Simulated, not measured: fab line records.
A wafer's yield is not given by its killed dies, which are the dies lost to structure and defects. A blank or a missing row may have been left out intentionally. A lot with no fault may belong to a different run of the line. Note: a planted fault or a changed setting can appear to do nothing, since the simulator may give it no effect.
fab line records	flow n5-finfet
record lots=7	wafers=39
route steps=1938 shown BEOL_M6@1239 BEOL_M8@1336 BEOL_M9@1443 BEOL_M11@1554
start-h: hours from the record's first day to the start of the lot's first wafer shown	wait-h: hours from the lot's prior step to this one	" unchanged from the row above	L1.1+2: a single row standing in for several wafers	- value missing, or start not given	* or withheld: withheld	< > ~ a bound
route shown NAME@n: names a module that has steps shown in the file, with the first one's number in the route	usual: mean/standard deviation taken from wafers without a fault	same: alike in all rows	chamber/n: place in a boat	sites: each site's reading	_std_site: the values' standard deviation	_edge_site: the outer-site mean with the inner-site mean subtracted	radius-mm: how far each site lies from the wafer's centre	mask NAME#n: copy n	behind: tool/chamber where the wafer was last shaped	hold: why the lot went on hold/how many hours it stayed there/how the hold came to an end	device: the transistor (n, p or np) that didn't switch	end of line: the same wafers' tests at the end of the route	a step without rows: its recipe alone	killed: the dies lost at the first sort to structure and to defects; this is not the yield of the wafer	map: per-die view of a wafer (x killed, . not killed, _ where there is no die)
set.NAME: the setting that was run; set.NAME@STEP: the one run at that earlier step	model.NAME: the simulator's own value behind a step, which no gauge read
lots run with intentionally changed settings; tables by step, rows by wafer
## steps
# step N5_BEOL_M6_TRENCH_ETCH_37
# recipe chemistry=C4F6/O2	target-depth-a=944.35	target=SiCOH_lowk	time-s=31.5	ion-energy-ev=250	pressure-mtorr=30	source-w=345	bias-w=185	Ar_flow_sccm=300	C4F6_flow_sccm=10	O2_flow_sccm=10
lot.wafer	tool	chamber	start-h	wait-h	set.time-s	model.etch.depth-nm	model.BEOL_M6.feature-depth-nm	model.TiN_of_BEOL_M6_HM_DEP_02.thk-nm
L075.1	rie-diel-02	2	-	-	31.5	92.11	92.2	17.2
L075.2	"	1	"	"	31.5	92.94	93	17.4
L075.3	"	3	"	"	31.5	97.13	97.2	16.8
L075.4	"	3	"	"	31.5	96.51	96.6	17.2
L075.5	"	2	"	"	31.5	91.36	91.4	17.4
L075.6	"	1	"	"	31.5	92.48	92.4	17.4
L085.1	rie-diel-02	2	-	-	31.5	92.54	92.6	16.8
L085.2	"	3	"	"	31.5	95.81	95.8	16.4
L085.3	"	1	"	"	42	124.5	124.4	16
L085.4	"	2	"	"	31.5	92.47	92.4	17
L085.5	"	3	"	"	42	128.3	128.2	15.6
L085.6	"	1	"	"	42	124.2	124.2	16
L092.1	rie-diel-02	1	-	-	31.5	92.6	92.6	17.8
L092.4	"	3	"	"	31.5	97.33	97.4	17.2
L092.5	"	2	"	"	31.5	92.01	92	17.2
L091.1	rie-diel-06	1	-	-	13.9	41.57	41.6	18.8
L091.2	"	0	"	"	31.5	96.01	96	17.6
L091.3	"	2	"	"	31.5	88.49	88.4	17.6
L091.4	"	3	"	"	13.9	41.16	41.2	18.6
L091.5	"	3	"	"	13.9	40.89	40.8	19.2
L091.6	"	2	"	"	31.5	89.48	89.4	17.6
L094.1	rie-diel-04	3	-	-	19.77	60.4	60.4	18.4
L094.2	"	0	"	"	31.5	94.31	94.4	17.6
L094.3	"	1	"	"	31.5	94.94	95	17.8
L094.4	"	1	"	"	31.5	94.79	94.8	17.2
L094.5	"	0	"	"	19.77	58.92	59	18.2
L094.6	"	3	"	"	19.77	60.44	60.4	18.4
L095.1	rie-diel-04	0	-	-	31.5	95.48	95.4	17
L095.2	"	1	"	"	31.5	95.19	95.2	17.4
L095.3	"	3	"	"	25.38	77.11	77.2	18.2
L095.4	"	1	"	"	25.38	76.56	76.6	17.8
L095.5	"	3	"	"	31.5	95.63	95.6	17
L095.6	"	0	"	"	25.38	76.61	76.6	18
L096.1	rie-diel-02	2	-	-	31.5	92.54	92.6	17.4
L096.2	"	3	"	"	31.5	95.74	95.8	17
L096.3	"	0	"	"	31.5	95.84	95.8	17.2
L096.4	"	0	"	"	31.5	96.53	96.6	17.4
L096.5	"	3	"	"	31.5	96.24	96.2	17.2
L096.6	"	2	"	"	31.5	92.46	92.4	17.4
# step N5_BEOL_M6_ETCH_41
# recipe chemistry=CH3F/O2	target=SiCN	target-depth-a=297	taper-deg=2	time-s=52	ion-energy-ev=120	mask-material=TiN	pressure-mtorr=30	source-w=395	bias-w=75	Ar_flow_sccm=150	CH3F_flow_sccm=30	O2_flow_sccm=20
# step N5_BEOL_M6_STRIP_80
# recipe chemistry=N2/H2	time-s=10	power-w=450	temp-c=40	pressure-mtorr=20	rf-frequency-hz=6e+07	bias-power-w=7	n2-flow-sccm=200	h2-flow-sccm=200
# step N5_BEOL_M6_OCD_MEAS_38
# usual trench-depth-nm=94.1/2.2
lot.wafer	tool	chamber	start-h	wait-h	set.time-s@BEOL_M6_TRENCH_ETCH_37	trench-depth-nm
L075.1	ocd-02	-	201.13	-	31.5	92.4
L075.2	"	-	"	"	31.5	93.1
L075.3	"	-	"	"	31.5	97.4
L075.4	"	-	"	"	31.5	96.6
L075.5	"	-	"	"	31.5	91.5
L075.6	"	-	"	"	31.5	92.3
L085.1	ocd-02	-	256.69	-	31.5	92.1
L085.2	"	-	"	"	31.5	95.3
L085.3	"	-	"	"	42	124.4
L085.4	"	-	"	"	31.5	92.7
L085.5	"	-	"	"	42	128.3
L085.6	"	-	"	"	42	124.4
L092.1	ocd-01	-	292.01	-	31.5	92.5
L092.4	"	-	"	"	31.5	97.2
L092.5	"	-	"	"	31.5	91.8
L091.1	ocd-02	-	292.30	-	13.9	41.6
L091.2	"	-	"	"	31.5	96.5
L091.3	"	-	"	"	31.5	88.3
L091.4	"	-	"	"	13.9	41.4
L091.5	"	-	"	"	13.9	40.6
L091.6	"	-	"	"	31.5	89.6
L094.1	ocd-02	-	313.78	-	19.77	60.2
L094.2	"	-	"	"	31.5	93.7
L094.3	"	-	"	"	31.5	94.5
L094.4	"	-	"	"	31.5	94.5
L094.5	"	-	"	"	19.77	58.9
L094.6	"	-	"	"	19.77	60.2
L095.1	ocd-01	-	316.61	-	31.5	96.3
L095.2	"	-	"	"	31.5	95.0
L095.3	"	-	"	"	25.38	76.9
L095.4	"	-	"	"	25.38	76.2
L095.5	"	-	"	"	31.5	95.3
L095.6	"	-	"	"	25.38	76.9
L096.1	ocd-02	-	318.91	-	31.5	92.4
L096.2	"	-	"	"	31.5	96.4
L096.3	"	-	"	"	31.5	95.8
L096.4	"	-	"	"	31.5	96.3
L096.5	"	-	"	"	31.5	96.6
L096.6	"	-	"	"	31.5	92.4
# step N5_BEOL_M6_HM_STRIP_39
# recipe chemistry=peroxide-tin-strip	material=TiN	target-depth-a=250	temp-c=50	time-s=158
# step N5_BEOL_M6_SRD_40
# recipe time-s=30	temp-c=23	rinse-liquid=diw	dry=ipa-marangoni
# step N5_BEOL_M6_ECD_50
# recipe material=Cu	target-thk-a=3000
# step N5_BEOL_M6_ANNEAL_51
# recipe temp-c=225	time-s=90	ambient=N2
# step N5_BEOL_M6_CMP_52
# recipe stop-on=SiCOH_lowk	t-overpolish-s=6.9	down-force-psi=1	platen-rpm=50	clearing-platen-down-force-psi=1.5	clearing-platen-rpm=50	post-cmp-clean=cu-alkaline	target-thk-nm=80	clearing-platen-pad-velocity-m-s=0.99484	pad-velocity-m-s=0.99484
lot.wafer	tool	chamber	start-h	wait-h	set.time-s@BEOL_M6_TRENCH_ETCH_37	model.Cu_of_BEOL_M6_ECD_50.thk-nm
L075.2	cmp-03	1	203.67	0.2	31.5	76.6
L075.4	"	2	"	"	31.5	81.4
L075.3	"	3	"	"	31.5	82.2
L075.1	"	0	"	"	31.5	77
L075.6	"	1	"	"	31.5	78.4
L075.5	"	2	"	"	31.5	76.2
L085.4	cmp-01	3	260.43	0.1	31.5	79
L085.3	"	0	"	"	42	110.8
L085.2	"	1	"	"	31.5	81.2
L085.1	"	2	"	"	31.5	78.4
L085.5	"	3	"	"	42	115
L085.6	"	0	"	"	42	111
L092.4	cmp-02	3	294.26	0.1	31.5	83.6
L092.1	"	0	"	"	31.5	78.6
L092.5	"	3	"	"	31.5	78.4
L091.2	cmp-03	1	294.62	0.2	31.5	80.8
L091.1	"	2	"	"	13.9	27.4
L091.3	"	3	"	"	31.5	75.4
L091.4	"	0	"	"	13.9	27.2
L091.6	"	1	"	"	31.5	74
L091.5	"	2	"	"	13.9	26.8
L094.4	cmp-03	3	316.75	0.1	31.5	80.6
L094.1	"	0	"	"	19.77	47
L094.3+2	"	1,2	"	"	31.5	80.2
L094.5	"	3	"	"	19.77	45.8
L094.6	"	0	"	"	19.77	46.6
L095.2	cmp-03	2	319.61	0.2	31.5	80.2
L095.1	"	3	"	"	31.5	81.4
L095.3	"	0	"	"	25.38	63
L095.4	"	1	"	"	25.38	61.4
L095.6	"	2	"	"	25.38	62.8
L095.5	"	3	"	"	31.5	81
L096.4	cmp-02	2	321.20	0.1	31.5	81.8
L096.1	"	3	"	"	31.5	76.8
L096.3	"	0	"	"	31.5	79.6
L096.2	"	1	"	"	31.5	83.4
L096.6	"	2	"	"	31.5	77.2
L096.5	"	3	"	"	31.5	81.4
# step N5_BEOL_M6_THK_MEAS_53
# recipe thk-meas-gauge=xrf	reads=Cu_of_BEOL_M6_ECD_50
# usual M6_THK=80.4/2.6
lot.wafer	tool	chamber	start-h	wait-h	set.time-s@BEOL_M6_TRENCH_ETCH_37	M6_THK[nm]
L075.1	film-metro-01	-	203.97	-	31.5	77.2
L075.2	"	-	"	"	31.5	76.6
L075.3	"	-	"	"	31.5	82.8
L075.4	"	-	"	"	31.5	81.7
L075.5	"	-	"	"	31.5	76.3
L075.6	"	-	"	"	31.5	78.5
L085.1	film-metro-01	-	260.72	-	31.5	79.3
L085.2	"	-	"	"	31.5	82.2
L085.3	"	-	"	"	42	112.0
L085.4	"	-	"	"	31.5	79.6
L085.5	"	-	"	"	42	116.0
L085.6	"	-	"	"	42	111.7
L092.1	film-metro-02	-	294.56	-	31.5	79.0
L092.4	"	-	"	"	31.5	84.6
L092.5	"	-	"	"	31.5	79.2
L091.1	film-metro-01	-	294.91	-	13.9	27.2
L091.2	"	-	"	"	31.5	80.4
L091.3	"	-	"	"	31.5	75.0
L091.4	"	-	"	"	13.9	27.1
L091.5	"	-	"	"	13.9	26.5
L091.6	"	-	"	"	31.5	73.6
L094.1	film-metro-02	-	317.05	-	19.77	46.9
L094.2	"	-	"	"	31.5	80.2
L094.3	"	-	"	"	31.5	79.8
L094.4	"	-	"	"	31.5	80.3
L094.5	"	-	"	"	19.77	45.5
L094.6	"	-	"	"	19.77	46.6
L095.1	film-metro-01	-	319.90	-	31.5	82.1
L095.2	"	-	"	"	31.5	81.0
L095.3	"	-	"	"	25.38	63.5
L095.4	"	-	"	"	25.38	61.8
L095.5	"	-	"	"	31.5	81.6
L095.6	"	-	"	"	25.38	63.0
L096.1	film-metro-01	-	321.50	-	31.5	77.7
L096.2	"	-	"	"	31.5	84.3
L096.3	"	-	"	"	31.5	80.5
L096.4	"	-	"	"	31.5	82.8
L096.5	"	-	"	"	31.5	81.9
L096.6	"	-	"	"	31.5	77.8
# step N5_BEOL_M6_PRE_CLEAN_55
# recipe gas=NH3	time-s=15	temp-c=withheld	rf-power-w=300
# step N5_BEOL_M6_DEP_56
# recipe material=SiCN	target-thk-a=100	temp-c=withheld	precursor=3MS/NH3	pressure-torr=3	rf-w=202	time-s=17.5
# step N5_BEOL_M6_RS_MEAS_57
# recipe thk-meas-gauge=four-point-probe	reads=Cu_of_BEOL_M6_ECD_50+Co_of_BEOL_M6_CVD_78+TaN_of_BEOL_M6_ALD_77
# usual M6_RS=0.286/0.01
lot.wafer	tool	chamber	start-h	wait-h	set.time-s@BEOL_M6_TRENCH_ETCH_37	M6_RS[ohm/sq]
L075.1	film-metro-02	-	204.10	0.1	31.5	0.300
L075.2	"	-	"	"	31.5	0.301
L075.3	"	-	"	"	31.5	0.277
L075.4	"	-	"	"	31.5	0.280
L075.5	"	-	"	"	31.5	0.303
L075.6	"	-	"	"	31.5	0.294
L085.1	film-metro-01	-	260.85	0.1	31.5	0.293
L085.2	"	-	"	"	31.5	0.281
L085.3	"	-	"	"	42	0.196
L085.4	"	-	"	"	31.5	0.290
L085.5	"	-	"	"	42	0.189
L085.6	"	-	"	"	42	0.196
L092.1	film-metro-02	-	294.69	0.1	31.5	0.292
L092.4	"	-	"	"	31.5	0.271
L092.5	"	-	"	"	31.5	0.293
L091.1	film-metro-02	-	295.04	0.1	13.9	1.110
L091.2	"	-	"	"	31.5	0.283
L091.3	"	-	"	"	31.5	0.307
L091.4	"	-	"	"	13.9	1.120
L091.5	"	-	"	"	13.9	1.150
L091.6	"	-	"	"	31.5	0.313
L094.1	film-metro-01	-	317.18	0.1	19.77	0.545
L094.2	"	-	"	"	31.5	0.285
L094.3	"	-	"	"	31.5	0.285
L094.4	"	-	"	"	31.5	0.283
L094.5	"	-	"	"	19.77	0.564
L094.6	"	-	"	"	19.77	0.551
L095.1	film-metro-01	-	320.03	0.1	31.5	0.281
L095.2	"	-	"	"	31.5	0.285
L095.3	"	-	"	"	25.38	0.380
L095.4	"	-	"	"	25.38	0.392
L095.5	"	-	"	"	31.5	0.282
L095.6	"	-	"	"	25.38	0.382
L096.1	film-metro-01	-	321.63	0.1	31.5	0.300
L096.2	"	-	"	"	31.5	0.273
L096.3	"	-	"	"	31.5	0.287
L096.4	"	-	"	"	31.5	0.279
L096.5	"	-	"	"	31.5	0.280
L096.6	"	-	"	"	31.5	0.298
# step N5_BEOL_M8_HM_DEP_02
# recipe material=TiN	target-thk-a=200	temp-c=25	chamber-pressure-pa=0.49996
lot.wafer	tool	chamber	start-h	wait-h	set.target-thk-a	model.TiN_of_BEOL_M8_HM_DEP_02.thk-nm
L075.1+3	pvd-sputter-02	-	213.65	0.8	245.8	24.6
L075.2	"	-	"	"	245.8	24.2
L075.4	"	-	"	"	200	19.8
L075.5	"	-	"	"	200	20
L075.6	"	-	"	"	200	19.6
L085.1+3+4	pvd-sputter-03	-	275.28	3.4	130	13.2
L085.2+5	"	-	"	"	200	20
L085.6	"	-	"	"	200	19.8
L092.1+5	pvd-sputter-01	-	304.43	0.7	200	19.8
L092.4	"	-	"	"	200	20.2
L091.1+3	pvd-sputter-02	-	304.45	0.3	200	19.8
L091.2	"	-	"	"	200	19.6
L091.4+6	"	-	"	"	85.16	8.4
L091.5	"	-	"	"	85.16	8.2
L094.1+3	pvd-sputter-01	-	328.63	0.4	200	20.4
L094.2	"	-	"	"	278.3	27.8
L094.4+6	"	-	"	"	278.3	28.2
L094.5	"	-	"	"	200	20.2
L096.1	pvd-sputter-02	-	334.28	0.7	105.4	10.4
L096.2	"	-	"	"	105.4	10.2
L096.3	"	-	"	"	105.4	10
L096.4+5	"	-	"	"	200	19.8
L096.6	"	-	"	"	200	19.6
L095.1+5	pvd-sputter-02	-	334.98	0.3	200	19.8
L095.2	"	-	"	"	317.7	31.6
L095.3+4	"	-	"	"	317.7	31.8
L095.6	"	-	"	"	200	20
# step N5_BEOL_M8_COAT_59
# recipe resist=SOC	temp-c=250	time-s=60	spin-rpm=1500	resist-thk-nm=100
# step N5_BEOL_M8_COAT_60
# recipe resist=SiARC	temp-c=220	time-s=60	spin-rpm=1500	resist-thk-nm=35
# step N5_BEOL_M8_STRIP_68
# recipe chemistry=N2/H2	temp-c=40	n2-flow-sccm=200	h2-flow-sccm=200	rf-frequency-hz=6e+07
# step N5_BEOL_M8_STRIP_67
# recipe chemistry=CF4	resist=SiARC	power-w=300	bias-power-w=75	pressure-mtorr=50	cf4-flow-sccm=150	rf-frequency-hz=6e+07
# step N5_BEOL_M8_HM_OPEN_17
# recipe chemistry=Cl2/BCl3	target-depth-a=200	overetch-a=60	target=TiN	mask-material=SOC	ion-energy-ev=150	pressure-mtorr=10	icp-w=1000	bias-w=126	Cl2_flow_sccm=53.25	bcl3-flow-sccm=21.75	Ar_flow_sccm=25
lot.wafer	tool	chamber	start-h	wait-h	set.target-thk-a@BEOL_M8_HM_DEP_02	model.etch.depth-nm
L075.1	rie-metal-02	1	214.54	0.0	245.8	24.5
L075.2	"	0	"	"	245.8	24.27
L075.3	"	0	"	"	245.8	24.56
L075.4	"	1	"	"	200	19.7
L075.5	"	1	"	"	200	19.9
L075.6	"	0	"	"	200	19.62
L085.1+3	rie-metal-03	1,0	276.86	0.0	130	13.21
L085.2	"	0	"	"	200	20.03
L085.4	"	1	"	"	130	13.14
L085.5	"	0	"	"	200	19.91
L085.6	"	1	"	"	200	19.81
L092.1	rie-metal-03	1	305.30	0.0	200	19.9
L092.4	"	0	"	"	200	20.15
L092.5	"	0	"	"	200	19.78
L091.1	rie-metal-03	0	305.46	0.0	200	19.72
L091.2	"	1	"	"	200	19.64
L091.3	"	0	"	"	200	19.71
L091.4	"	1	"	"	85.16	8.307
L091.5	"	1	"	"	85.16	8.156
L091.6	"	0	"	"	85.16	8.42
L094.1	rie-metal-03	0	329.50	0.0	200	20.37
L094.2	"	1	"	"	278.3	26.58
L094.3	"	0	"	"	200	20.3
L094.4	"	1	"	"	278.3	26.63
L094.5	"	1	"	"	200	20.26
L094.6	"	0	"	"	278.3	25.69
L096.1	rie-metal-02	1	335.02	0.0	105.4	10.41
L096.2	"	0	"	"	105.4	10.17
L096.3	"	0	"	"	105.4	10.07
L096.4	"	1	"	"	200	19.82
L096.5	"	0	"	"	200	19.78
L096.6	"	1	"	"	200	19.66
L095.1	rie-metal-01	1	335.86	0.0	200	19.86
L095.2	"	0	"	"	317.7	26.06
L095.3	"	1	"	"	317.7	25.86
L095.4	"	0	"	"	317.7	25.82
L095.5	"	0	"	"	200	19.83
L095.6	"	1	"	"	200	20.08
# step N5_BEOL_M9_VIA_ETCH_34
# recipe chemistry=C4F6/O2	target=SiCOH_lowk	target-depth-a=1824	mask-material=SOC	taper-deg=4	time-s=68.4	ion-energy-ev=250	pressure-mtorr=30	source-w=345	bias-w=185	Ar_flow_sccm=300	C4F6_flow_sccm=10	O2_flow_sccm=10
lot.wafer	tool	chamber	start-h	wait-h	set.target-depth-a	model.etch.depth-nm	model.SOC_of_BEOL_M9_COAT_63.thk-nm
L075.1	rie-diel-05	2	227.15	0.0	1824	179.8	51.4
L075.2	"	0	"	"	2448	242.8	48.2
L075.3	"	3	"	"	2448	257.2	47.6
L075.4	"	2	"	"	1824	181.3	51.4
L075.5	"	3	"	"	1824	189	50.8
L075.6	"	0	"	"	2448	240.9	48.2
L085.1	rie-diel-05	3	291.12	0.0	1824	192.5	50.8
L085.2	"	1	"	"	1824	174.7	51.8
L085.3	"	2	"	"	1824	183.6	51.6
L085.4+5	"	0	"	"	1824	185.7	51.2
L085.6	"	1	"	"	1824	175.2	51.8
L092.1	rie-diel-03	0	316.13	0.0	1824	185.2	51
L092.4	"	2	"	"	1824	184	50.8
L092.5	"	0	"	"	1824	183.9	51
L091.1	rie-diel-05	3	316.17	0.0	1824	189.3	50.6
L091.2	"	0	"	"	1824	186.3	50.6
L091.3	"	2	"	"	1824	179.9	51.2
L091.4	"	1	"	"	1824	171.7	51.6
L091.5	"	2	"	"	1824	180.4	51.4
L091.6	"	1	"	"	1824	171.2	51.6
L094.1	rie-diel-01	0	339.93	0.0	1824	177.2	51.2
L094.2	"	1	"	"	1363	140.6	53.6
L094.3	"	3	"	"	1824	174.7	51.6
L094.4	"	2	"	"	1824	182.3	51.4
L094.5	"	3	"	"	1363	129.8	53.8
L094.6	"	0	"	"	1363	131.4	53.6
L095.1	rie-diel-03	3	348.61	0.0	1824	190.5	50.6
L095.2	"	1	"	"	2306	234.1	48.6
L095.3	"	0	"	"	2306	236.2	48.2
L095.4	"	1	"	"	1824	184.1	50.8
L095.5	"	3	"	"	1824	189.7	51
L095.6	"	0	"	"	2306	236.8	48.2
L096.1	rie-diel-05	0	348.70	0.0	1824	187	50.8
L096.2	"	2	"	"	1824	181.2	51.4
L096.3	"	3	"	"	1824	190.1	50.6
L096.4	"	2	"	"	1824	179.1	51.6
L096.5	"	3	"	"	1824	192.2	50.8
L096.6	"	0	"	"	1824	188.3	50.8
# step N5_BEOL_M11_ETCH_62
# recipe chemistry=N2/H2	target=SOC	target-depth-a=1100	overetch-a=220	mask-material=SiARC	temp-c=40	time-s=165	ion-energy-ev=200	pressure-mtorr=30	source-w=840	bias-w=150	n2-flow-sccm=200	h2-flow-sccm=200
lot.wafer	tool	chamber	start-h	wait-h	set.time-s	model.SiARC_of_BEOL_M11_COAT_60.thk-nm
L075.1	rie-diel-01	3	239.23	0.0	165	24
L075.2	"	2	"	"	237.9	20.4
L075.3	"	0	"	"	165	23.4
L075.4	"	2	"	"	165	23.2
L075.5	"	0	"	"	237.9	20.6
L075.6	"	3	"	"	237.9	21.6
L085.1+2	rie-diel-01	0,1	305.41	0.0	165	23.4
L085.3	"	3	"	"	165	24
L085.4	"	2	"	"	212.6	21.8
L085.5	"	2	"	"	212.6	21.6
L085.6	"	3	"	"	212.6	22.6
L092.1+5	rie-diel-05	3	331.56	0.0	165	23
L092.4	"	2	"	"	165	23.6
L091.1+5	rie-diel-01	2,0	331.74	0.0	122.2	25.4
L091.2	"	0	"	"	165	23.6
L091.3	"	1	"	"	122.2	25.2
L091.4	"	3	"	"	165	24.2
L091.6	"	3	"	"	165	24.4
L094.1	rie-diel-01	1	355.83	0.0	165	23.2
L094.2	"	2	"	"	165	23.4
L094.3+5	"	0	"	"	245.4	20.4
L094.4	"	3	"	"	165	24.2
L094.6	"	3	"	"	245.4	21.4
L096.1+4+6	rie-diel-05	0,2,0	359.44	0.0	165	23.8
L096.2	"	3	"	"	165	23.2
L096.3	"	1	"	"	165	24
L096.5	"	3	"	"	165	23
L095.1+4	rie-diel-01	2,0	359.60	0.0	235.2	20.8
L095.2+6	"	1	"	"	165	23.4
L095.3	"	3	"	"	235.2	21.8
L095.5	"	0	"	"	165	23.6
# step N5_BEOL_M11_STRIP_68
# recipe chemistry=N2/H2	temp-c=40	n2-flow-sccm=200	h2-flow-sccm=200	rf-frequency-hz=6e+07
# step N5_BEOL_M11_STRIP_67
# recipe chemistry=CF4	resist=SiARC	power-w=300	bias-power-w=75	pressure-mtorr=50	cf4-flow-sccm=150	rf-frequency-hz=6e+07
# step N5_BEOL_M11_HM_OPEN_17
# recipe chemistry=Cl2/BCl3	target-depth-a=200	overetch-a=60	target=TiN	mask-material=SOC	ion-energy-ev=150	pressure-mtorr=10	icp-w=1000	bias-w=126	Cl2_flow_sccm=53.25	bcl3-flow-sccm=21.75	Ar_flow_sccm=25
lot.wafer	tool	chamber	start-h	wait-h	set.time-s@BEOL_M11_ETCH_62	model.etch.depth-nm
L075.1	rie-metal-02	1	239.42	0.0	165	20.61
L075.2	"	0	"	"	237.9	12.83
L075.3	"	1	"	"	165	20.01
L075.4	"	0	"	"	165	19.85
L075.5	"	1	"	"	237.9	13.25
L075.6	"	0	"	"	237.9	13.92
L085.1	rie-metal-03	0	305.60	0.0	165	19.99
L085.2	"	1	"	"	165	19.85
L085.3	"	0	"	"	165	19.84
L085.4	"	1	"	"	212.6	15.04
L085.5	"	1	"	"	212.6	15.02
L085.6	"	0	"	"	212.6	15.44
L092.1	rie-metal-01	0	331.75	0.0	165	20.26
L092.4	"	0	"	"	165	20.44
L092.5	"	0	"	"	165	20.17
L091.1	rie-metal-01	0	331.93	0.0	122.2	19.89
L091.2	"	1	"	"	165	20.26
L091.3	"	0	"	"	122.2	19.42
L091.4	"	1	"	"	165	20.17
L091.5	"	1	"	"	122.2	19.37
L091.6	"	0	"	"	165	19.94
L094.1	rie-metal-03	1	356.01	0.0	165	19.98
L094.2	"	0	"	"	165	19.85
L094.3	"	0	"	"	245.4	12.54
L094.4	"	1	"	"	165	19.89
L094.5	"	0	"	"	245.4	12.38
L094.6	"	1	"	"	245.4	12.59
L096.1	rie-metal-03	1	359.63	0.0	165	19.84
L096.2	"	0	"	"	165	19.77
L096.3	"	1	"	"	165	19.57
L096.4	"	0	"	"	165	19.72
L096.5	"	0	"	"	165	19.64
L096.6	"	1	"	"	165	19.63
L095.1	rie-metal-02	1	359.79	0.0	235.2	12.99
L095.2	"	0	"	"	165	19.8
L095.3	"	0	"	"	235.2	13.64
L095.4	"	1	"	"	235.2	13.54
L095.5	"	0	"	"	165	19.6
L095.6	"	1	"	"	165	19.86
## key
split step=N5_BEOL_M6_TRENCH_ETCH_37	setting=time-s	stated=31.5	by=wafer
response step=N5_BEOL_M6_TRENCH_ETCH_37	reading=model.etch.depth-nm	change=+0.922	per=1%	r=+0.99
response step=N5_BEOL_M6_TRENCH_ETCH_37	reading=model.BEOL_M6.feature-depth-nm	change=+0.921	per=1%	r=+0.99
response step=N5_BEOL_M6_TRENCH_ETCH_37	reading=model.TiN_of_BEOL_M6_HM_DEP_02.thk-nm	change=-0.0244	per=1%	r=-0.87
response step=N5_BEOL_M6_OCD_MEAS_38	reading=trench-depth-nm	change=+0.924	per=1%	r=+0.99
response step=N5_BEOL_M6_CMP_52	reading=model.Cu_of_BEOL_M6_ECD_50.thk-nm	change=+0.914	per=1%	r=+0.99
response step=N5_BEOL_M6_THK_MEAS_53	reading=M6_THK	change=+0.913	per=1%	r=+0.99
response step=N5_BEOL_M6_RS_MEAS_57	reading=M6_RS	change=-0.0102	per=1%	r=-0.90
split step=N5_BEOL_M8_HM_DEP_02	setting=target-thk-a	stated=200	by=wafer
response step=N5_BEOL_M8_HM_DEP_02	reading=model.TiN_of_BEOL_M8_HM_DEP_02.thk-nm	change=+0.199	per=1%	r=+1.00
response step=N5_BEOL_M8_HM_OPEN_17	reading=model.etch.depth-nm	change=+0.166	per=1%	r=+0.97
split step=N5_BEOL_M9_VIA_ETCH_34	setting=target-depth-a	stated=1824	by=wafer
response step=N5_BEOL_M9_VIA_ETCH_34	reading=model.etch.depth-nm	change=+1.81	per=1%	r=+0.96
response step=N5_BEOL_M9_VIA_ETCH_34	reading=model.SOC_of_BEOL_M9_COAT_63.thk-nm	change=-0.0925	per=1%	r=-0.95
split step=N5_BEOL_M11_ETCH_62	setting=time-s	stated=165	by=wafer
response step=N5_BEOL_M11_ETCH_62	reading=model.SiARC_of_BEOL_M11_COAT_60.thk-nm	change=-0.057	per=1%	r=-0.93
response step=N5_BEOL_M11_HM_OPEN_17	reading=model.etch.depth-nm	shape=bent	at-lowest=19.56	at-stated=19.94	at-highest=12.5
